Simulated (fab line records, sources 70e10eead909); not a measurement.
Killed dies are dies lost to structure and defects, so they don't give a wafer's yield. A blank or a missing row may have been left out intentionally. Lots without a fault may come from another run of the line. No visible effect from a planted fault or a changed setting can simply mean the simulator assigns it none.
fab line records	flow nand-harc
[record] lots = 6	wafers = 18	last-day = 30
route steps=1302 shown P_M0@282 P_M1@285 END@1302
lots that met no fault: taken from a fault-free run of the same line
start-h: the number of hours between the record's first day and the start of the first shown wafer of the lot	wait-h: hours elapsed since this lot's preceding step	" the same as in the row above	L1.1+2: several wafers, shown together as one row	- no value, or no start given	* or withheld: withheld	< > ~ a bound
route shown NAME@n: names a module that has steps shown in the file, with the first one's number in the route	usual: mean/standard deviation of fault-free wafers	same: alike in all rows	chamber/n: place in a boat	sites: readings site by site	_std_site: standard deviation across them	_edge_site: outer sites' mean less inner sites'	radius-mm: for every site, how far away it sits from the centre of the wafer	mask NAME#n: copy n	behind: the tool/chamber that last shaped the wafer	hold: what put the lot on hold/how long, in hours/how the hold closed	device: which transistor (n, p or np) failed to switch	end of line: the tests these same wafers got at the end of their route	a step without rows: its recipe alone	killed: not the wafer's yield, but the dies lost to structure and defects at the first sort	map: a wafer's dies, marking killed ones x, the rest . and places with no die _
set.NAME: the setting as run; set.NAME@STEP: as run at that earlier step	model.NAME: the simulator's own value behind a step, which no gauge read
certain route steps with their lots: each step a table, each wafer a row
services: a tool's chamber out of use, with start hour (start-h, from the record's first day; less than 0 if before it), hours out, and reason
[[steps]]
[step NHARC_P_M0_INSPECT_27]
[usual] raw-defect-count = 277/90
lot.wafer	tool	chamber	start-h	wait-h	raw-defect-count
L732.1	defect-inspect-02	-	119.12	0.0	323
L732.3	"	-	"	"	247
L732.6	"	-	"	"	237
L736.2	defect-inspect-02	-	163.47	0.0	558
L736.4	"	-	"	"	434
L736.6	"	-	"	"	382
L738.1	defect-inspect-02	-	177.04	0.0	177
L738.5	"	-	"	"	375
L738.6	"	-	"	"	280
L743.4	defect-inspect-02	-	229.81	0.0	392
L743.5	"	-	"	"	307
L743.6	"	-	"	"	268
L744.1	defect-inspect-01	-	242.09	0.0	187
L744.3	"	-	"	"	172
L744.6	"	-	"	"	154
L747.2	defect-inspect-01	-	277.98	0.0	250
L747.3	"	-	"	"	452
L747.4	"	-	"	"	195
[step NHARC_P_M0_PRE_CLEAN_31]
[recipe] time-s = 12	temp-c = 370	rf-power-w = 300	gas = NH3
[usual] heater-power-w = 626/65	rf-fwd-power-W = 292.6/0.99
lot.wafer	tool	chamber	start-h	wait-h	heater-power-w	rf-fwd-power-W
L732.3	pecvd-04	0	119.20	0.1	687	293.5
L732.1	"	1	"	"	541	289.5
L732.6	"	0	"	"	655	293.7
L736.2	pecvd-03	1	163.55	0.1	651	291.7
L736.6	"	1	"	"	663	291.2
L736.4	"	2	"	"	604	292.7
L738.1	pecvd-02	1	177.12	0.1	651	293.2
L738.5	"	1	"	"	678	292.4
L738.6	"	2	"	"	643	292.1
L743.4	pecvd-04	1	229.91	0.1	451	293.0
L743.5	"	2	"	"	668	293.6
L743.6	"	0	"	"	734	292.3
L744.3	pecvd-03	2	242.16	0.1	636	294.3
L744.1	"	0	"	"	648	292.2
L744.6	"	2	"	"	647	292.9
L747.3	pecvd-02	2	278.04	0.1	688	291.8
L747.2	"	0	"	"	653	293.1
L747.4	"	1	"	"	570	291.5
[step NHARC_P_M0_DEP_32]
[recipe] target-thk-a = 300	temp-c = 370	target-thk-nm = 30	pressure-torr = 3	flow-sccm = 200	rf-w = 450	material = SiCN
[usual] heater-power-w = 575/75	rf-fwd-power-W = 449.0/1.2
lot.wafer	tool	chamber	start-h	wait-h	heater-power-w	rf-fwd-power-W
L732.3	pecvd-04	0	119.31	0.1	662	447.3
L732.1	"	1	"	"	427	446.9
L732.6	"	0	"	"	647	449.1
L736.2	pecvd-03	1	163.66	0.1	586	448.2
L736.6	"	1	"	"	591	448.9
L736.4	"	2	"	"	565	448.5
L738.1	pecvd-02	1	177.23	0.1	590	450.5
L738.5	"	1	"	"	598	450.4
L738.6	"	2	"	"	609	448.9
L743.4	pecvd-04	1	230.08	0.2	466	449.3
L743.5	"	2	"	"	575	450.1
L743.6	"	0	"	"	669	447.5
L744.3	pecvd-03	2	242.24	0.1	623	452.0
L744.1	"	0	"	"	653	447.2
L744.6	"	2	"	"	636	451.2
L747.3	pecvd-02	2	278.12	0.1	683	449.2
L747.2	"	0	"	"	546	448.7
L747.4	"	1	"	"	602	449.0
[step NHARC_P_M1_DEP_00]
[recipe] target-thk-a = 1825	target-thk-nm = 182.5	temp-c = withheld	pressure-torr = 5	flow-sccm = 200	rf-w = 600	material = SiOC
[step NHARC_P_M1_DEHYDRATE_01]
[recipe] temp-c = 150	time-s = 120
[step NHARC_P_M1_HMDS_02]
[recipe] time-s = 30
[step NHARC_P_M1_COAT_34]
[recipe] temp-c = 200	time-s = 65
[step NHARC_P_M1_COAT_03]
[recipe] spin-rpm = 1500	resist-thk-nm = 90
[step NHARC_P_M1_SOFTBAKE_04]
[recipe] temp-c = 105	time-s = 55
[step NHARC_P_M1_EBR_05]
[step NHARC_P_M1_EXPOSE_06]
[recipe] na = 1.35	target-cd-nm = 130	dose-mj = 81.88	mask-id = P_M1
[step NHARC_P_M1_PEB_07]
[recipe] peb-temp-c = 100	peb-time-s = 65
[usual] heater-power-total-W = 156.6/0.42	plate-temp-C = 100.00/0.14
lot.wafer	tool	chamber	start-h	wait-h	heater-power-total-W	plate-temp-C
L732.1	litho-track-04	0	120.47	0.1	157.0	100.13
L732.3	"	0	"	"	156.2	100.10
L732.6	"	0	"	"	156.7	100.21
L736.2	litho-track-01	0	164.67	0.1	152.4	97.40
L736.4	"	0	"	"	152.2	97.46
L736.6	"	0	"	"	151.4	97.59
L738.1	litho-track-01	0	178.36	0.1	151.6	97.78
L738.5	"	0	"	"	152.4	97.88
L738.6	"	0	"	"	152.3	97.85
L743.4	litho-track-04	0	231.00	0.0	156.3	99.97
L743.5	"	0	"	"	157.1	99.99
L743.6	"	0	"	"	156.2	99.95
L744.1	litho-track-04	0	243.40	0.1	156.7	100.27
L744.3	"	0	"	"	156.6	99.93
L744.6	"	0	"	"	156.0	100.15
L747.2	litho-track-01	0	279.18	0.1	156.7	100.14
L747.3	"	0	"	"	156.8	100.18
L747.4	"	0	"	"	156.2	100.21
[step NHARC_P_M1_DEVELOP_08]
[recipe] develop-time-s = 35	dev-temp-c = 23
[step NHARC_P_M1_CD_MEAS_09]
[recipe] target-cd-nm = 130	landing-energy-ev = 500
[usual] cd-nm = 130.0/0.54
lot.wafer	tool	chamber	start-h	wait-h	cd-nm
L732.1	cd-sem-01	0	120.55	-	129.6
L732.3	"	0	"	"	129.6
L732.6	"	0	"	"	129.1
L736.2	cd-sem-03	0	164.75	-	121.2
L736.4	"	0	"	"	121.3
L736.6	"	0	"	"	120.6
L738.1	cd-sem-02	0	178.44	-	122.0
L738.5	"	0	"	"	120.9
L738.6	"	0	"	"	121.8
L743.4	cd-sem-03	0	231.09	-	130.5
L743.5	"	0	"	"	130.2
L743.6	"	0	"	"	130.0
L744.1	cd-sem-02	0	243.48	-	129.8
L744.3	"	0	"	"	130.1
L744.6	"	0	"	"	129.8
L747.2	cd-sem-03	0	279.26	-	130.4
L747.3	"	0	"	"	130.5
L747.4	"	0	"	"	130.8
[step NHARC_P_M1_OVL_MEAS_10]
[recipe] pitch-nm = 260
[usual] overlay-x-nm = -0.1/0.8	overlay-y-nm = 0.2/0.76
lot.wafer	tool	chamber	start-h	wait-h	overlay-x-nm	overlay-y-nm
L732.1	overlay-02	-	120.64	-	-1.2	-0.1
L732.3	"	-	"	"	-0.6	0.7
L732.6	"	-	"	"	-1.2	0.3
L736.2	overlay-01	-	164.83	-	0.6	1.3
L736.4	"	-	"	"	0.0	0.2
L736.6	"	-	"	"	0.6	1.0
L738.1	overlay-01	-	178.52	-	0.1	0.2
L738.5	"	-	"	"	-0.1	0.3
L738.6	"	-	"	"	-0.2	-0.5
L743.4	overlay-02	-	231.17	-	-0.5	1.0
L743.5	"	-	"	"	-0.8	0.7
L743.6	"	-	"	"	-0.7	0.8
L744.1	overlay-01	-	243.57	-	-0.2	-0.1
L744.3	"	-	"	"	-0.3	0.2
L744.6	"	-	"	"	-0.8	0.2
L747.2	overlay-02	-	279.34	-	0.4	-0.4
L747.3	"	-	"	"	1.1	-0.4
L747.4	"	-	"	"	0.4	-0.6
[step NHARC_P_M1_INSPECT_11]
[usual] raw-defect-count = 4.4/2.5
lot.wafer	tool	chamber	start-h	wait-h	raw-defect-count
L732.1	defect-inspect-02	-	120.67	0.0	7
L732.3	"	-	"	"	9
L732.6	"	-	"	"	5
L736.2	defect-inspect-02	-	164.87	0.0	0
L736.4	"	-	"	"	4
L736.6	"	-	"	"	5
L738.1	defect-inspect-01	-	178.56	0.0	3
L738.5	"	-	"	"	4
L738.6	"	-	"	"	4
L743.4	defect-inspect-01	-	231.20	0.0	2
L743.5	"	-	"	"	5
L743.6	"	-	"	"	2
L744.1	defect-inspect-01	-	243.61	0.0	4
L744.3	"	-	"	"	12
L744.6	"	-	"	"	8
L747.2	defect-inspect-01	-	279.38	0.0	6
L747.3	"	-	"	"	5
L747.4	"	-	"	"	3
[step NHARC_P_M1_DESCUM_14]
[recipe] time-s = 3	o2-flow-sccm = 200	ar-flow-sccm = 0	bias-power-w = 0	chemistry = O2
[usual] drypump-motor-current-A = 5.9/0.41	oes-product-au = 0.996/0.011	rf-vpp-V = 58.0/0.79	showerhead-plenum-p-Torr = 1.96/0.067	throttle-valve-pct = 11.310/0.0092
lot.wafer	tool	chamber	start-h	wait-h	drypump-motor-current-A	oes-product-au	rf-hours-counter-h	rf-vpp-V	showerhead-plenum-p-Torr	throttle-valve-pct	model.P_M1.cd-nm
L732.1	rie-diel-12	0	120.74	0.1	5.6	0.989	3	56.4	1.88	11.303	129.2
L732.3	"	2	"	"	5.8	0.999	3	57.4	2.03	11.313	129.9
L732.6	"	1	"	"	5.5	1.005	-	58.7	2.02	11.316	129.2
L736.2	rie-diel-12	3	164.94	0.1	5.9	1.000	6	58.8	2.01	11.316	121.1
L736.4	"	0	"	"	5.6	0.979	6	56.6	1.88	11.309	121.5
L736.6	"	3	"	"	5.9	1.000	-	58.0	2.01	11.315	121.2
L738.1	rie-diel-09	1	178.63	0.1	6.2	0.980	3	57.7	2.01	11.325	121.7
L738.6	"	0	"	"	6.1	0.980	-	59.4	1.95	11.314	121.7
L738.5	"	1	"	"	6.1	0.988	-	57.8	2.01	11.293	120.7
L743.4	rie-diel-08	3	231.26	0.1	5.8	1.014	11	57.8	1.86	11.329	130.4
L743.5	"	3	"	"	5.8	1.011	-	57.8	1.86	11.312	130.4
L743.6	"	0	"	"	5.0	1.005	-	57.3	1.97	11.302	130.6
L744.1	rie-diel-12	3	243.67	0.1	5.9	1.004	12	58.6	2.01	11.319	130.5
L744.3	"	2	"	"	5.7	1.001	11	59.6	2.03	11.291	129.9
L744.6	"	0	"	"	5.6	0.982	-	58.3	1.88	11.309	129.9
L747.4	rie-diel-12	1	279.44	0.1	5.5	0.985	2	58.3	2.01	11.313	131.5
L747.3	"	3	"	"	5.9	0.996	2	58.9	2.01	11.305	130.9
L747.2	"	0	"	"	5.6	0.988	2	57.7	1.88	11.302	130.8
[step NHARC_P_M1_ETCH_35]
[recipe] target-depth-a = 400	overetch-a = 120	time-s = 43.94	ion-energy-ev = 200	n2-flow-sccm = 150	h2-flow-sccm = 150	ar-flow-sccm = 0	rf-w = 400	bias-w = 150	chemistry = N2/H2
[usual] drypump-motor-current-A = 5.9/0.4	oes-product-au = 0.994/0.011	rf-fwd-power-W = 395.8/1.7	rf-vpp-V = 432.0/2.2	showerhead-plenum-p-Torr = 2.09/0.075	throttle-valve-pct = 14.172/0.0081
lot.wafer	tool	chamber	start-h	wait-h	drypump-motor-current-A	oes-product-au	rf-fwd-power-W	rf-hours-counter-h	rf-vpp-V	showerhead-plenum-p-Torr	throttle-valve-pct
L732.1	rie-diel-12	1	120.83	0.1	5.5	0.994	396.8	2	434.0	2.15	14.181
L732.3	"	2	"	"	5.8	0.989	395.1	3	434.7	2.17	14.183
L732.6	"	1	"	"	5.5	0.997	397.9	-	433.8	2.15	14.174
L736.4	rie-diel-12	0	165.02	0.1	5.6	0.978	392.4	6	429.1	2.01	14.179
L736.2	"	1	"	"	5.5	0.997	396.5	6	434.4	2.15	14.162
L736.6	"	3	"	"	5.9	0.999	394.4	-	433.9	2.15	14.172
L738.1	rie-diel-09	1	178.72	0.1	6.2	0.982	396.1	3	432.2	2.14	14.158
L738.5	"	2	"	"	5.8	0.980	395.6	-	434.3	2.18	14.171
L738.6	"	3	"	"	6.8	1.002	398.4	-	430.2	2.03	14.175
L743.4	rie-diel-08	0	231.36	0.1	5.0	1.008	397.0	14	431.8	2.10	14.157
L743.5	"	2	"	"	6.1	0.990	395.9	-	427.1	1.95	14.173
L743.6	"	3	"	"	5.8	1.007	393.2	-	428.0	1.98	14.179
L744.3	rie-diel-12	1	243.75	0.1	5.5	0.997	396.7	9	433.7	2.15	14.186
L744.1	"	3	"	"	5.9	0.994	394.6	12	432.3	2.14	14.166
L744.6	"	2	"	"	5.8	1.007	394.5	-	434.1	2.16	14.173
L747.4	rie-diel-12	0	279.53	0.1	5.6	0.994	394.3	2	428.1	2.00	14.172
L747.2	"	2	"	"	5.8	0.993	394.3	3	434.4	2.16	14.167
L747.3	"	3	"	"	5.9	0.997	393.7	2	432.3	2.14	14.175
[step NHARC_P_M1_ETCH_15]
[recipe] target-depth-a = 1825	time-s = 91.2	c4f8-flow-sccm = withheld	ar-flow-sccm = 400	rf-w = 600	bias-w = 300	chemistry = C4F8/Ar
[usual] oes-product-au = 0.953/0.022	rf-fwd-power-W = 596.4/1.9	rf-vpp-V = 442.4/2.3
lot.wafer	tool	chamber	start-h	wait-h	oes-product-au	rf-fwd-power-W	rf-hours-counter-h	rf-vpp-V
L732.1	rie-diel-12	2	-	-	0.975	595.5	3	445.8
L732.3	"	3	"	"	0.995	595.3	3	443.6
L732.6	"	2	"	"	0.977	596.6	-	445.2
L736.4	rie-diel-12	3	-	-	0.961	597.7	6	444.1
L736.2	"	0	"	"	0.965	596.4	6	438.6
L736.6	"	3	"	"	0.959	594.6	-	444.6
L738.1	rie-diel-09	1	-	-	0.912	599.1	3	442.6
L738.6	"	0	"	"	0.943	601.0	-	442.0
L738.5	"	1	"	"	0.927	598.9	-	444.9
L743.4	rie-diel-08	1	-	-	0.982	596.2	18	439.3
L743.5	"	1	"	"	0.986	595.7	-	439.6
L743.6	"	2	"	"	0.962	594.6	-	438.7
L744.3	rie-diel-12	2	-	-	0.932	595.6	11	443.6
L744.1	"	0	"	"	0.905	592.6	12	438.7
L744.6	"	2	"	"	0.914	597.0	-	444.9
L747.2	rie-diel-12	0	-	-	0.951	594.2	2	441.3
L747.3	"	1	"	"	0.927	595.7	2	444.3
L747.4	"	3	"	"	0.930	597.0	2	443.0
[step NHARC_P_M1_CD_MEAS_16]
[usual] cd-nm = 130.1/0.8
lot.wafer	tool	chamber	start-h	wait-h	cd-nm
L732.1	cd-sem-02	-	121.04	-	128.9
L732.3	"	-	"	"	130.0
L732.6	"	-	"	"	129.4
L736.2	cd-sem-03	-	165.24	-	120.9
L736.4	"	-	"	"	120.8
L736.6	"	-	"	"	121.0
L738.1	cd-sem-01	-	178.92	-	122.3
L738.5	"	-	"	"	120.8
L738.6	"	-	"	"	121.0
L743.4	cd-sem-02	-	231.58	-	130.7
L743.5	"	-	"	"	130.5
L743.6	"	-	"	"	130.5
L744.1	cd-sem-02	-	243.97	-	130.1
L744.3	"	-	"	"	130.4
L744.6	"	-	"	"	129.2
L747.2	cd-sem-02	-	279.75	-	130.7
L747.3	"	-	"	"	130.8
L747.4	"	-	"	"	131.8
[step NHARC_P_M1_STRIP_18]
[recipe] power-w = 1000	n2-flow-sccm = 150	h2-flow-sccm = 150	ar-flow-sccm = 0	bias-w = 0	chemistry = N2/H2
[usual] drypump-motor-current-A = 5.9/0.4	oes-product-au = 0.996/0.012	rf-fwd-power-W = 996.8/2.8	rf-vpp-V = 91.0/0.92	showerhead-plenum-p-Torr = 2.10/0.071	throttle-valve-pct = 14.171/0.01
lot.wafer	tool	chamber	start-h	wait-h	drypump-motor-current-A	oes-product-au	rf-fwd-power-W	rf-hours-counter-h	rf-vpp-V	showerhead-plenum-p-Torr	throttle-valve-pct
L732.3	rie-diel-12	3	121.11	0.1	5.9	1.005	995.3	3	91.4	2.15	14.178
L732.1	"	0	"	"	5.6	0.989	997.3	3	91.2	2.01	14.170
L732.6	"	0	"	"	5.6	0.989	997.8	-	90.5	2.01	14.167
L736.2	rie-diel-09	3	165.31	0.1	6.8	1.004	1000.2	3	92.2	2.03	14.174
L736.4	"	2	"	"	5.8	0.980	993.6	3	92.9	2.18	14.163
L736.6	"	0	"	"	6.1	0.993	995.9	-	89.8	2.08	14.168
L738.1	rie-diel-12	0	179.05	0.1	5.6	0.982	996.5	7	90.9	2.01	14.172
L738.5	"	2	"	"	5.8	1.005	998.3	-	92.0	2.17	14.172
L738.6	"	3	"	"	5.9	0.999	998.9	-	91.6	2.15	14.166
L743.4	rie-diel-08	1	231.64	0.1	5.6	1.015	997.2	18	89.6	2.00	14.182
L743.6	"	1	"	"	5.6	1.020	996.3	-	90.9	2.00	14.178
L743.5	"	2	"	"	6.1	0.997	997.5	-	89.0	1.95	14.180
L744.1	rie-diel-09	2	244.10	0.1	5.7	0.996	999.9	9	91.9	2.18	14.174
L744.3	"	3	"	"	6.8	1.001	997.3	8	91.3	2.03	14.164
L744.6	"	0	"	"	6.0	0.995	996.6	-	89.9	2.08	14.165
L747.3	rie-diel-09	0	279.82	0.1	6.1	0.985	993.1	11	92.4	2.08	14.163
L747.2	"	1	"	"	6.2	0.988	998.9	12	91.4	2.14	14.169
L747.4	"	3	"	"	6.8	1.000	995.7	11	90.4	2.02	14.173
[step NHARC_P_M1_ETCH_28]
[recipe] target-depth-a = 300	over-etch-frac = 0.3	time-s = 72.99	ion-energy-ev = 150	cf4-flow-sccm = 50	n2-flow-sccm = 100	ar-flow-sccm = 150	rf-w = 300	bias-w = 100	chemistry = CF4/N2
[usual] drypump-motor-current-A = 5.9/0.42	oes-product-au = 0.996/0.011	rf-fwd-power-W = 297.8/0.99	rf-vpp-V = 315.5/1.7	showerhead-plenum-p-Torr = 2.70/0.083	throttle-valve-pct = 19.794/0.0097
lot.wafer	tool	chamber	start-h	wait-h	drypump-motor-current-A	oes-product-au	rf-fwd-power-W	rf-hours-counter-h	rf-vpp-V	showerhead-plenum-p-Torr	throttle-valve-pct	model.P_M1.cd-nm
L732.3	rie-diel-12	2	-	-	5.8	0.991	298.3	3	316.6	2.78	19.796	129.7
L732.1	"	3	"	"	5.9	1.003	298.4	3	316.4	2.75	19.799	128.9
L732.6	"	3	"	"	5.9	1.007	296.8	-	317.7	2.75	19.806	129
L736.4	rie-diel-09	2	-	-	5.8	0.977	298.1	3	317.5	2.79	19.815	120.8
L736.2	"	0	"	"	6.0	1.011	299.3	3	317.1	2.68	19.798	121.3
L736.6	"	1	"	"	6.2	0.993	296.5	-	316.6	2.75	19.791	120.5
L738.1	rie-diel-12	1	-	-	5.5	0.997	297.9	6	317.4	2.76	19.784	122.3
L738.6	"	1	"	"	5.5	1.008	298.3	-	315.4	2.76	19.792	121.7
L738.5	"	2	"	"	5.8	0.994	298.0	-	316.9	2.78	19.788	121.3
L743.4	rie-diel-08	0	-	-	5.0	1.008	298.5	14	315.1	2.70	19.794	130.5
L743.6	"	0	"	"	5.0	1.003	296.9	-	315.9	2.69	19.803	130.8
L743.5	"	1	"	"	5.6	1.016	298.9	-	312.9	2.58	19.812	130.7
L744.3	rie-diel-09	3	-	-	6.8	1.001	298.7	8	313.2	2.61	19.795	131.4
L744.1	"	1	"	"	6.2	0.976	297.8	9	317.6	2.75	19.778	130.1
L744.6	"	3	"	"	6.8	1.004	298.8	-	314.0	2.61	19.786	129.3
L747.3	rie-diel-09	1	-	-	6.1	0.988	296.9	12	317.1	2.75	19.802	130.6
L747.4	"	3	"	"	6.8	1.009	297.0	11	314.7	2.61	19.799	132.7
L747.2	"	0	"	"	6.1	1.000	297.5	11	314.5	2.67	19.785	130.4
[step NHARC_P_M1_STRIP_19]
[recipe] time-s = 600	temp-c = 30	chemistry = post-etch-residue-remover
[step NHARC_END_SORT_01]
[recipe] temp-c = 25
[usual] defect-limited-yield = 90.1/2.5	killed-at-array = 62/18	killed-at-other = 0.9/1.2	killed-at-periphery = 4.2/2.9	killed-dies = 67/17	killed-open = 3.6/1.9	killed-short = 2.5/1.6
[same] gross-dies = 677
lot.wafer	tool	chamber	start-h	wait-h	defect-limited-yield[%]	killed-at-array	killed-at-other	killed-at-periphery	killed-dies	killed-open	killed-short
L736.2	prober-01	0	610.41	2.8	88.9	72	1	2	75	3	3
L736.4	prober-01	0	612.01	3.4	88.8	75	0	1	76	5	1
L736.6	prober-01	0	613.61	4.0	88.0	78	0	3	81	5	2
L738.1	prober-01	0	626.65	2.5	91.7	51	3	2	56	1	3
L738.5	prober-01	0	629.85	3.7	91.1	56	1	3	60	3	3
L738.6	prober-01	0	630.65	4.0	90.7	58	2	3	63	4	6
L743.4	prober-01	0	669.36	3.4	89.7	66	0	4	70	4	1
L743.5	prober-01	0	670.16	3.7	89.2	67	1	5	73	2	2
L743.6	prober-01	0	670.96	4.0	88.6	76	1	0	77	1	3
L744.1	prober-01	0	674.73	2.5	94.5	28	0	9	37	8	0
L744.3	prober-01	0	676.32	3.1	92.3	42	0	10	52	4	4
L744.6	prober-01	0	678.71	4.0	95.0	28	0	6	34	3	2
L747.2	prober-01	0	710.72	2.8	86.6	83	2	6	91	6	3
L747.3	prober-01	0	711.51	3.1	89.7	68	0	2	70	0	4
L747.4	prober-01	0	712.29	3.3	89.2	69	2	2	73	2	0
// killed by level:class
L736.2 A_CHANNEL_HOLE_D1:chamber-film-flake=39 A_SLIT:chamber-film-flake=20 A_CHANNEL_HOLE_D2:chamber-film-flake=5 A_WL_FILL:chamber-film-flake=2 P_CONTACT:geometric-particle:open=1 P_M0:geometric-particle:short=1 A_ONON_D2:geometric-particle:short=1 A_CHANNEL_FILL_D2:geometric-particle:open=1
L736.4 A_SLIT:chamber-film-flake=31 A_CHANNEL_HOLE_D1:chamber-film-flake=24 A_CHANNEL_HOLE_D2:chamber-film-flake=12 A_ONON_D2:geometric-particle:open=3 P_M1:geometric-particle:open=1 A_CHANNEL_FILL_D1:geometric-particle:short=1 A_BLC:geometric-particle:open=1 A_CHANNEL_FILL_D1:chamber-film-flake=1
L736.6 A_CHANNEL_HOLE_D1:chamber-film-flake=34 A_SLIT:chamber-film-flake=29 A_CHANNEL_HOLE_D2:chamber-film-flake=7 A_CONTACT:chamber-film-flake=3 P_CONTACT:geometric-particle:open=1 P_M1:geometric-particle:open=1 A_ONON_D1:geometric-particle:open=1 A_ONON_D1:geometric-particle:short=1
L738.1 A_SLIT:chamber-film-flake=24 A_CONTACT:chamber-film-flake=14 A_CHANNEL_HOLE_D1:chamber-film-flake=5 A_CHANNEL_HOLE_D2:chamber-film-flake=4 THIN_TSV:chamber-film-flake=3 A_CHANNEL_FILL_D2:geometric-particle:short=2 A_WL_FILL:geometric-particle:short=1 A_WL_FILL:geometric-particle:open=1
L738.5 A_SLIT:chamber-film-flake=25 A_CHANNEL_HOLE_D2:chamber-film-flake=13 A_CONTACT:chamber-film-flake=10 A_CHANNEL_HOLE_D1:chamber-film-flake=3 P_M0:geometric-particle:short=2 A_CHANNEL_FILL_D2:geometric-particle:open=2 A_WL_FILL:geometric-particle:short=1 STARTING-WAFER:geometric-particle:open=1
L738.6 A_SLIT:chamber-film-flake=29 A_CONTACT:chamber-film-flake=9 A_CHANNEL_HOLE_D2:chamber-film-flake=6 A_CHANNEL_HOLE_D1:chamber-film-flake=5 THIN_TSV:chamber-film-flake=2 P_GATE:geometric-particle:open=1 P_M0:geometric-particle:short=1 A_CHANNEL_FILL_D2:geometric-particle:short=1
L743.4 A_CHANNEL_HOLE_D1:chamber-film-flake=28 A_SLIT:chamber-film-flake=24 A_STAIRCASE:chamber-film-flake=4 P_BONDPAD:chamber-film-flake=3 A_ONON_D1:geometric-particle:open=2 A_WL_FILL:chamber-film-flake=2 A_CONTACT:chamber-film-flake=2 A_BLC:chamber-film-flake=2
L743.5 A_SLIT:chamber-film-flake=30 A_CHANNEL_HOLE_D1:chamber-film-flake=27 A_STAIRCASE:chamber-film-flake=4 P_BONDPAD:chamber-film-flake=2 P_GATE:geometric-particle:open=1 A_ONON_D1:geometric-particle:short=1 A_ONON_D1:geometric-particle:open=1 A_CHANNEL_FILL_D2:geometric-particle:short=1
L743.6 A_SLIT:chamber-film-flake=31 A_CHANNEL_HOLE_D1:chamber-film-flake=23 A_STAIRCASE:chamber-film-flake=7 A_CONTACT:chamber-film-flake=6 A_CHANNEL_HOLE_D2:chamber-film-flake=3 A_ONON_D1:geometric-particle:open=1 A_ONON_D1:geometric-particle:short=1 A_DECK1_JOINT:geometric-particle:short=1
L744.1 A_CONTACT:chamber-film-flake=8 A_CHANNEL_HOLE_D1:chamber-film-flake=7 A_STAIRCASE:chamber-film-flake=5 P_CONTACT:geometric-particle:open=2 P_M0:geometric-particle:open=2 P_GATE:chamber-film-flake=2 P_BONDPAD:chamber-film-flake=2 A_CHANNEL_HOLE_D2:chamber-film-flake=2
L744.3 A_CHANNEL_HOLE_D1:chamber-film-flake=14 P_GATE:chamber-film-flake=8 A_CHANNEL_HOLE_D2:chamber-film-flake=6 A_CONTACT:chamber-film-flake=6 A_SLIT:chamber-film-flake=4 A_CHANNEL_FILL_D1:chamber-film-flake=3 A_STAIRCASE:chamber-film-flake=3 P_M0:geometric-particle:open=2
L744.6 A_CHANNEL_HOLE_D1:chamber-film-flake=9 A_CONTACT:chamber-film-flake=7 P_GATE:chamber-film-flake=5 A_SLIT:chamber-film-flake=4 A_CHANNEL_FILL_D1:chamber-film-flake=2 A_ONON_D1:geometric-particle:open=1 A_DECK1_JOINT:geometric-particle:short=1 A_ONON_D2:geometric-particle:open=1
L747.2 A_CHANNEL_HOLE_D1:chamber-film-flake=36 A_CHANNEL_HOLE_D2:chamber-film-flake=24 A_BONDPAD:chamber-film-flake=7 A_SLIT:chamber-film-flake=4 A_CONTACT:chamber-film-flake=3 P_ZERO_WELL:chamber-film-flake=2 P_GATE:chamber-film-flake=2 THIN_TSV:chamber-film-flake=2
L747.3 A_CHANNEL_HOLE_D1:chamber-film-flake=23 A_CHANNEL_HOLE_D2:chamber-film-flake=23 A_CONTACT:chamber-film-flake=6 A_BONDPAD:chamber-film-flake=4 A_CHANNEL_FILL_D2:chamber-film-flake=3 A_STAIRCASE:chamber-film-flake=3 P_ZERO_WELL:chamber-film-flake=2 A_SLIT:chamber-film-flake=2
L747.4 A_CHANNEL_HOLE_D1:chamber-film-flake=28 A_CHANNEL_HOLE_D2:chamber-film-flake=27 A_BONDPAD:chamber-film-flake=5 A_CONTACT:chamber-film-flake=4 THIN_TSV:chamber-film-flake=2 A_STAIRCASE:chamber-film-flake=2 A_SLIT:chamber-film-flake=2 P_GATE:geometric-particle:open=1
[[services]]
tool	chamber	start-h	hours	kind
rie-diel-12	1	99.68	1.4	repair
rie-diel-12	0	100.90	-	clean
rie-diel-12	2	100.90	-	clean
rie-diel-12	3	100.90	-	clean
rie-diel-08	-	101.26	0.4	repair
rie-diel-08	-	102.19	1.1	repair
pecvd-02	0	107.21	6.2	repair
rie-diel-09	-	119.18	9.0	pm
rie-diel-12	0	125.40	-	clean
litho-track-01	-	131.00	7.0	pm
pecvd-04	-	143.20	0.9	repair
rie-diel-08	2	155.84	5.4	repair
pecvd-02	0	165.12	6.7	repair
pecvd-03	-	165.85	13.0	pm
rie-diel-08	-	167.08	9.0	pm
rie-diel-09	2	167.10	1.4	repair
litho-track-04	-	179.00	7.0	pm
pecvd-04	-	188.47	1.3	repair
pecvd-02	-	191.87	0.7	repair
pecvd-02	-	203.37	13.0	pm
rie-diel-12	1	212.28	13.5	repair
rie-diel-12	-	244.40	9.0	pm
pecvd-04	-	245.44	13.0	pm
rie-diel-08	2	276.16	7.6	repair
[[key]]
[first-sign] step = NHARC_P_M1_PEB_07	reading = plate-temp-C	direction = down	sigmas = 17	usual = *	struck = *
[effect] step = NHARC_P_M1_PEB_07	reading = heater-power-total-W	direction = down	sigmas = 11	usual = *	struck = *
[effect] step = NHARC_P_M1_CD_MEAS_09	reading = cd-nm	direction = down	sigmas = 16	usual = 130.0	struck = 121.3
[effect] step = NHARC_P_M1_CD_MEAS_16	reading = cd-nm	direction = down	sigmas = 11	usual = 130.1	struck = 121.1
[model-effect] step = NHARC_P_M1_DESCUM_14	value = P_M1.cd-nm	without = 129.8	struck = 121.3
[model-effect] step = NHARC_P_M1_ETCH_28	value = P_M1.cd-nm	without = 129.8	struck = 121.3
met-at NHARC_P_M1_PEB_07
struck-wafers L736.2,L736.4,L736.6,L738.1,L738.5,L738.6
[fault] kind = process-parameter-drift	tool = litho-track-01	chamber = -	onset-h = 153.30	steps = NHARC_P_M1_PEB_07	channel = peb-temp-c	offset = *	shape = step	end-h = 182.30	acts-in = *	stated = *
